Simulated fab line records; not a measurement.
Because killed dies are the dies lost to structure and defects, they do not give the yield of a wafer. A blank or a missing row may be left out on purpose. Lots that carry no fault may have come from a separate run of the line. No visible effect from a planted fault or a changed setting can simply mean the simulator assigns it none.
Chamber matching || flow nand-harc || NHARC_A_M0_ETCH_34 on rie-diel-07 has 4 sister chambers
The step etches the open film in N2/H2, target depth 40 nm, overetch 12 nm, time 43.94 s. 14 wafers are shown with their chamber, then 7 later ones without.

== EACH WAFER AND ITS CHAMBER ==
{"wafer": "L074.1", "chamber": 0, "showerhead-plenum-p-Torr (Torr)": 2.10, "rf-vpp-V (V)": 432.9, "rf-fwd-power-W (W)": 397.0}
{"wafer": "L074.2", "chamber": 3, "showerhead-plenum-p-Torr (Torr)": 2.11, "rf-vpp-V (V)": 431.4, "rf-fwd-power-W (W)": 397.2}
{"wafer": "L074.6", "chamber": 1, "showerhead-plenum-p-Torr (Torr)": 1.94, "rf-vpp-V (V)": 426.5, "rf-fwd-power-W (W)": 398.1}
{"wafer": "L078.4", "chamber": 1, "showerhead-plenum-p-Torr (Torr)": 1.94, "rf-vpp-V (V)": 428.7, "rf-fwd-power-W (W)": 397.6}
{"wafer": "L078.5", "chamber": 2, "showerhead-plenum-p-Torr (Torr)": 2.12, "rf-vpp-V (V)": 433.3, "rf-fwd-power-W (W)": 394.3}
{"wafer": "L078.6", "chamber": 1, "showerhead-plenum-p-Torr (Torr)": 1.94, "rf-vpp-V (V)": 425.3, "rf-fwd-power-W (W)": 397.0}
{"wafer": "L080.1", "chamber": 1, "showerhead-plenum-p-Torr (Torr)": 1.94, "rf-vpp-V (V)": 426.4, "rf-fwd-power-W (W)": 399.3}
{"wafer": "L080.4", "chamber": 0, "showerhead-plenum-p-Torr (Torr)": 2.09, "rf-vpp-V (V)": 431.9, "rf-fwd-power-W (W)": 395.6}
{"wafer": "L080.6", "chamber": 2, "showerhead-plenum-p-Torr (Torr)": 2.12, "rf-vpp-V (V)": 433.6, "rf-fwd-power-W (W)": 394.9}
{"wafer": "L081.1", "chamber": 3, "showerhead-plenum-p-Torr (Torr)": 2.11, "rf-vpp-V (V)": 431.8, "rf-fwd-power-W (W)": 396.2}
{"wafer": "L081.3", "chamber": 1, "showerhead-plenum-p-Torr (Torr)": 1.94, "rf-vpp-V (V)": 426.3, "rf-fwd-power-W (W)": 395.5}
{"wafer": "L081.6", "chamber": 0, "showerhead-plenum-p-Torr (Torr)": 2.09, "rf-vpp-V (V)": 431.0, "rf-fwd-power-W (W)": 397.8}
{"wafer": "L085.2", "chamber": 2, "showerhead-plenum-p-Torr (Torr)": 2.12, "rf-vpp-V (V)": 433.0, "rf-fwd-power-W (W)": 394.3}
{"wafer": "L085.4", "chamber": 1, "showerhead-plenum-p-Torr (Torr)": 1.94, "rf-vpp-V (V)": 426.5, "rf-fwd-power-W (W)": 395.9}

SIGNATURES (means of the wafers above)
{"reading": "showerhead-plenum-p-Torr", "chamber 0": 2.0933, "chamber 1": 1.9400, "chamber 2": 2.1200, "chamber 3": 2.1100, "scatter within a chamber": 0.00258}
{"reading": "rf-vpp-V", "chamber 0": 431.933, "chamber 1": 426.617, "chamber 2": 433.300, "chamber 3": 431.600, "scatter within a chamber": 0.912}
{"reading": "rf-fwd-power-W", "chamber 0": 396.800, "chamber 1": 397.233, "chamber 2": 394.500, "chamber 3": 396.700, "scatter within a chamber": 1.15}
Rule: a wafer's distance from a chamber is the root of the sum, over the readings, of the square of ((its reading less the chamber's mean) divided by the reading's scatter). If the next closest chamber is less than 2 further off than the closest, the wafer can't be placed; otherwise it belongs to the closest. The scatter is the square root of a quotient: the sum, over the shown wafers, of each reading's squared deviation from its chamber's mean, divided by wafers minus chambers.

== WAFERS WHOSE CHAMBER IS MISSING ==
{"wafer": "L085.5", "showerhead-plenum-p-Torr (Torr)": 2.09, "rf-vpp-V (V)": 431.6, "rf-fwd-power-W (W)": 398.3}
{"wafer": "L086.1", "showerhead-plenum-p-Torr (Torr)": 1.94, "rf-vpp-V (V)": 428.5, "rf-fwd-power-W (W)": 397.8}
{"wafer": "L086.2", "showerhead-plenum-p-Torr (Torr)": 2.12, "rf-vpp-V (V)": 432.0, "rf-fwd-power-W (W)": 395.0}
{"wafer": "L086.3", "showerhead-plenum-p-Torr (Torr)": 2.11, "rf-vpp-V (V)": 433.4, "rf-fwd-power-W (W)": 393.7}
{"wafer": "L097.1", "showerhead-plenum-p-Torr (Torr)": 2.11, "rf-vpp-V (V)": 432.8, "rf-fwd-power-W (W)": 394.9}
{"wafer": "L097.2", "showerhead-plenum-p-Torr (Torr)": 2.12, "rf-vpp-V (V)": 433.6, "rf-fwd-power-W (W)": 394.7}
{"wafer": "L097.4", "showerhead-plenum-p-Torr (Torr)": 2.09, "rf-vpp-V (V)": 432.8, "rf-fwd-power-W (W)": 396.7}

== THE CHAMBER EACH PASSED THROUGH ==
{"wafer": "L085.5", "from the rows above": 0, "in truth": 0}
{"wafer": "L086.1", "from the rows above": 1, "in truth": 1}
{"wafer": "L086.2", "from the rows above": 2, "in truth": 2}
{"wafer": "L086.3", "from the rows above": "can't be placed: 3 or 2", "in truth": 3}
{"wafer": "L097.1", "from the rows above": "can't be placed: 3 or 2", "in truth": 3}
{"wafer": "L097.2", "from the rows above": 2, "in truth": 2}
{"wafer": "L097.4", "from the rows above": 0, "in truth": 0}
Placed correctly: 5 of 7. Can't be placed from these rows: 2 (the true chamber is among the candidates in 2). Wrongly placed: 0.
